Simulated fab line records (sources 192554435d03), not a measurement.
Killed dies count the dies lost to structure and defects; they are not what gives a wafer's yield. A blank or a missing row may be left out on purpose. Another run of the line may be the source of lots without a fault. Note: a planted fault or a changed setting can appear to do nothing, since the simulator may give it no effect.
Struck lot and sound lot, side by side | flow n5_finfet | 18 out of 1938 route steps
Sound: wafers L858.1, L858.4, L858.5. Struck: wafer L865.2 (L865.3, L865.4, from the same lot, were not struck and are left out); the cause is given at the end.
For every step that has rows: the tool of each side, followed by ch and its chambers, followed by its first start. Under that, the readings that differ: sound wafers | struck wafers | difference of the means | sigmas: that difference in standard deviations of wafers without a fault.
alike: same words and numbers on both sides, and readings whose means sit less than 2 such deviations apart. not compared: any withheld reading, any reading some wafer has no value for, any bound like >300 that may hide the same value, and any number with overlapping values for which the record gives no deviation.
Wherever a step has rows on one side only, a row that says differs or no value, or a row with sigmas, the two part there. Numbers that don't overlap but have no deviation are shown without sigmas and don't part them. A reading that every wafer of one side lacks parts them only if that side has two wafers or more.

N5_BEOL_M0_SAQP_PECVD_03: deposits SiCN from 3MS/NH3, target thk 12 nm, time 21.1 s.
  sound on pecvd-03 ch 0,2, day 6 03:11; struck on pecvd-01 ch 1, day 8 02:16
  reading                         | sound             | struck | difference | sigmas
  showerhead_plenum_p_Torr (Torr) | 3.663 3.651 3.662 | 3.617  | -0.042     | -3
  throttle_valve_pct (%)          | 8.7 8.4 8.7       | 10.2   | +1.6       | +3
N5_BEOL_M0_SAQP_PECVD_96: deposits a-Si from SiH4/He, target thk 45 nm, time 45.2 s.
  sound on pecvd-03 ch 0,2, day 6 03:13; struck on pecvd-01 ch 1, day 8 02:18
  reading                         | sound          | struck | difference | sigmas
  showerhead_plenum_p_Torr (Torr) | 5.65 5.67 5.65 | 5.53   | -0.13      | -3
  throttle_valve_pct (%)          | 17.6 16.3 17.6 | 20.4   | +3.2       | +3
  alike: heater_power_outer_w, heater_power_w, susceptor_temp_C
N5_BEOL_M0_SAQP_PECVD_97: deposits SiNx from SiH4/NH3/N2, target thk 23 nm, time 19.9 s.
  sound on pecvd-03 ch 0,2, day 6 03:16; struck on pecvd-01 ch 1, day 8 02:21
  reading                         | sound          | struck | difference | sigmas
  showerhead_plenum_p_Torr (Torr) | 5.13 5.17 5.11 | 4.95   | -0.19      | -3
  throttle_valve_pct (%)          | 38.7 36.1 38.6 | 44.5   | +6.7       | +3
  alike: heater_power_outer_w, heater_power_w, susceptor_temp_C
N5_BEOL_M0_SAQP_PECVD_04: deposits a-Si from SiH4/He, target thk 60 nm, time 60.2 s.
  sound on pecvd-03 ch 0,2, day 6 03:18; struck on pecvd-01 ch 1, day 8 02:23
  reading                         | sound          | struck | difference | sigmas
  showerhead_plenum_p_Torr (Torr) | 5.65 5.67 5.66 | 5.53   | -0.13      | -3
  throttle_valve_pct (%)          | 17.6 16.4 17.4 | 20.4   | +3.3       | +3
  alike: heater_power_outer_w, heater_power_w, susceptor_temp_C
N5_BEOL_M0_SAQP_THK_MEAS_05:
  sound on film_metro-01, day 6 03:24; struck on film_metro-01, day 8 02:29
  alike: thk_nm
N5_BEOL_M0_SAQP_HM_DEP_111: deposits SiO2 from SiH4/N2O, target thk 12 nm, time 7.2 s.
  sound on pecvd-02 ch 1,2, day 6 03:26; struck on pecvd-03 ch 2, day 8 02:31
  alike: heater_power_outer_w, heater_power_w, showerhead_plenum_p_Torr, susceptor_temp_C
then, 6 steps without rows for these wafers: N5_BEOL_M0_SAQP_COAT_81 (time 60 s, resist thk 100 nm); N5_BEOL_M0_SAQP_COAT_82 (time 60 s, resist thk 30 nm); N5_BEOL_M0_SAQP_COAT_08 (resist thk 90 nm); N5_BEOL_M0_SAQP_EBR_10; N5_BEOL_M0_SAQP_SOFTBAKE_09 (time 60 s); N5_BEOL_M0_SAQP_EXPOSE_11 (exposes mask M0 CORE, target cd 42 nm).
N5_BEOL_M0_SAQP_PEB_12: peb time 60 s.
  sound on litho_track-01 ch 0, day 6 03:41; struck on litho_track-04 ch 0, day 8 02:54
then, 1 step without rows for these wafers: N5_BEOL_M0_SAQP_DEVELOP_13 (develop time 30 s).
N5_BEOL_M0_SAQP_CD_MEAS_14: target cd 42.5 nm.
  sound on cd_sem-01 ch 0, day 6 03:45; struck on cd_sem-01 ch 0, day 8 02:58
  reading    | sound          | struck | difference | sigmas
  cd_nm (nm) | 42.7 42.7 43.3 | 38.7   | -4.2       | -13
N5_BEOL_M0_SAQP_OVL_MEAS_15:
  sound on overlay-02 ch 0, day 6 03:47; struck on overlay-01 ch 0, day 8 03:00
  alike: M0_CORE_OVL
-- here the record skips 2 days between the struck wafers' starts before and after, leaving off in module BEOL_M0_SAQP and picking up in module BEOL_M4 (first step shown: number 1111 of the route) --
N5_BEOL_M4_RC_MEAS_101:
  sound on prober-02 ch 0, day 8 19:49; struck on prober-01 ch 0, day 10 10:22
  reading   | sound          | struck | difference | sigmas
  VT_P (mV) | -246 -245 -243 | -253   | -8         | -2
  alike: DIBL_N, DIBL_P, IOFF_N, IOFF_P, ION_N, ION_P, SS_N, SS_P, VT_N
-- record jumps: 4 days separate the struck wafers' starts on either side; left off in module BEOL_M4, taken up again in module PASSIVATION, whose first shown step is the route's number 1936 --
N5_PASSIVATION_PROBE_49:
  sound on prober-02, day 12 19:43; struck on prober-01, day 14 16:44
  alike: defect_limited_yield, killed_at_M0_to_M3, killed_at_M4_up, killed_at_contacts, killed_at_front_end, killed_at_other, killed_dies, killed_open, killed_short, sort_bin_5_function, sort_bin_6_memory, sort_n_pass, sort_yield_pct

## WHERE THEY PART
First at N5_BEOL_M0_SAQP_PECVD_03; last, within this record, at N5_BEOL_M4_RC_MEAS_101. Later steps at which nothing parts them and some readings are alike: N5_PASSIVATION_PROBE_49.

WHY: whatever the simulator had introduced
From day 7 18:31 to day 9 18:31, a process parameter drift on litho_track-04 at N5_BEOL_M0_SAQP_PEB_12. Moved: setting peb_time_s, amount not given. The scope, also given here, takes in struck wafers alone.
